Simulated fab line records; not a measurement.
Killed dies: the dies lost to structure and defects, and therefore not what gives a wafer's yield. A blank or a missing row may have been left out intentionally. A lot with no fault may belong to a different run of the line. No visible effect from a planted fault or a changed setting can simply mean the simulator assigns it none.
Which of the tools did it? :: flow nand_harc :: Sampling: 6 lots, 18 wafers, 4 of 1159 route steps

WHAT THE GAUGES READ, wafer by wafer
NHARC_P_M2_INSPECT_11.
lot: L553
measured: day 6 20:07
on: defect_inspect-02
raw_defect_count: 3 6 4

lot: L555
measured: day 7 08:45
on: defect_inspect-01
raw_defect_count: 5 3 2

lot: L559
measured: day 7 20:45
on: defect_inspect-02
raw_defect_count: 2 2 1

lot: L564
measured: day 9 11:44
on: defect_inspect-02
raw_defect_count: 7 11 561

lot: L570
measured: day 10 16:02
on: defect_inspect-02
raw_defect_count: 9 3 6

lot: L575
measured: day 12 02:37
on: defect_inspect-02
raw_defect_count: 1 4 2

TOOL THAT RAN EACH LOT (tool first, then ch and the chambers of the sampled wafers, then the start)
lot: L553
NHARC_P_M1_PRE_CLEAN_30: pvd_sputter-03, day 6 18:37 or earlier
NHARC_P_M1_PVD_20: pvd_sputter-03, day 6 18:37 or earlier
NHARC_P_M1_DEP_33: pecvd-03 ch 0,1,2, day 6 18:46

lot: L555
NHARC_P_M1_PRE_CLEAN_30: pvd_sputter-01, day 7 07:21 or earlier
NHARC_P_M1_PVD_20: pvd_sputter-01, day 7 07:21 or earlier
NHARC_P_M1_DEP_33: pecvd-03 ch 0,2, day 7 07:29

lot: L559
NHARC_P_M1_PRE_CLEAN_30: pvd_sputter-03, day 7 19:14 or earlier
NHARC_P_M1_PVD_20: pvd_sputter-03, day 7 19:14 or earlier
NHARC_P_M1_DEP_33: pecvd-01 ch 1,2, day 7 19:23

lot: L564
NHARC_P_M1_PRE_CLEAN_30: pvd_sputter-02, day 9 09:34 or earlier
NHARC_P_M1_PVD_20: pvd_sputter-02, day 9 09:34 or earlier
NHARC_P_M1_DEP_33: pecvd-03 ch 0,1,2, day 9 09:52

lot: L570
NHARC_P_M1_PRE_CLEAN_30: pvd_sputter-01, day 10 14:30 or earlier
NHARC_P_M1_PVD_20: pvd_sputter-01, day 10 14:30 or earlier
NHARC_P_M1_DEP_33: pecvd-01 ch 0,2, day 10 14:39

lot: L575
NHARC_P_M1_PRE_CLEAN_30: pvd_sputter-01, day 12 01:05 or earlier
NHARC_P_M1_PVD_20: pvd_sputter-01, day 12 01:05 or earlier
NHARC_P_M1_DEP_33: pecvd-04 ch 0,2, day 12 01:16
- NHARC_P_M1_PRE_CLEAN_30: time 30 s.
- NHARC_P_M1_PVD_20: deposits TaN, target thk 5 nm, time 8.06 s.
- NHARC_P_M1_DEP_33: deposits SiCN, target thk 30 nm.

THE ANSWER, worked out from the rows above alone
Rule: the usual values come from the lots themselves. The widest of any qualifying gaps counts: lots, ordered by their means at a reading, are off when they make up no more than a third of the lots, leave a main group of 4 or more, and stand apart from it by 3 or more times the standard deviation of that group's means. Not used: any main group whose means are identical at the precision the tables above print for the reading. Also off: a lot with no number at a reading for which 4 or more lots have one. Where the step has rows for the other lots, those lots are counted as sound.
Off, at NHARC_P_M2_INSPECT_11 on raw_defect_count: L564. For the main group the mean is 3.5 and the standard deviation 1.5.
If a tool, at a process step before that reading, ran all the lots that are off and no sound lot after the first of them, it fits. Gauges at NHARC_P_M2_INSPECT_11: tried the same way as those tools. With no start given for some of its lots, NHARC_P_M1_PRE_CLEAN_30 uses the hours and lot order of NHARC_P_M1_INSPECT_27. With no start given for some of its lots, NHARC_P_M1_PVD_20 uses the hours and lot order of NHARC_P_M1_INSPECT_27. Can't be told from this: 2 tools fit, pvd_sputter-02 at NHARC_P_M1_PRE_CLEAN_30 and NHARC_P_M1_PVD_20, pecvd-03 at NHARC_P_M1_DEP_33.

WHAT THE SIMULATOR HAD PUT IN
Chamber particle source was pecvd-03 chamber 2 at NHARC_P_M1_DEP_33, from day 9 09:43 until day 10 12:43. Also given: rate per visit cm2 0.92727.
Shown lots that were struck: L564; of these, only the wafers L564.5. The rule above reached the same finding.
